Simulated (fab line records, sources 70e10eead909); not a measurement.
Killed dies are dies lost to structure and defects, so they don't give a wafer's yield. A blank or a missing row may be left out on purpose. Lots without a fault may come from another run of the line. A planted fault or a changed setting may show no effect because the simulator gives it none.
Chamber matching | flow nand_harc | NHARC_HYBRID_BOND_ACTIVATE_00 on rie_diel-10: 4 sister chambers
The step chemistry N2, time 60 s. 4 wafers are shown with their chamber, then 9 later ones without.

WAFERS WITH THEIR CHAMBER
wafer  | chamber | drypump_motor_current_A (A)
L474.5 | 1       | 5.7
L474.6 | 2       | 5.5
L476.5 | 3       | 5.4
L476.6 | 0       | 5.7

WAFERS WITHOUT THEIR CHAMBER
wafer  | drypump_motor_current_A (A)
L478.1 | 5.5
L478.2 | 5.7
L478.5 | 5.7
L481.1 | 5.3
L481.2 | 5.7
L481.4 | 5.7
L480.4 | 5.7
L480.5 | 5.5
L480.6 | 5.7

WHICH CHAMBER EACH WENT THROUGH
wafer  | from the rows above     | in truth
L478.1 | 2                       | 2
L478.2 | can't be placed: 0 or 1 | 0
L478.5 | can't be placed: 0 or 1 | 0
L481.1 | 3                       | 3
L481.2 | can't be placed: 0 or 1 | 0
L481.4 | can't be placed: 0 or 1 | 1
L480.4 | can't be placed: 0 or 1 | 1
L480.5 | 2                       | 2
L480.6 | can't be placed: 0 or 1 | 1
Placed correctly: 3 of 9. Can't be placed from these rows: 6 (the true chamber is among the candidates in 6). Placed wrongly: 0.
How it was worked out, from the rows above alone: a wafer's distance from a chamber is the root of the sum, over the readings, of the square of ((its reading less the chamber's mean) divided by the reading's scatter). The wafer belongs to the nearest chamber; if the next one is less than 2 further off, it can't be placed. A chamber's mean is the mean of its shown wafers. The scatter: with one shown wafer a chamber, the root of the mean of the squares of how far each hidden wafer lies from its nearest shown one.
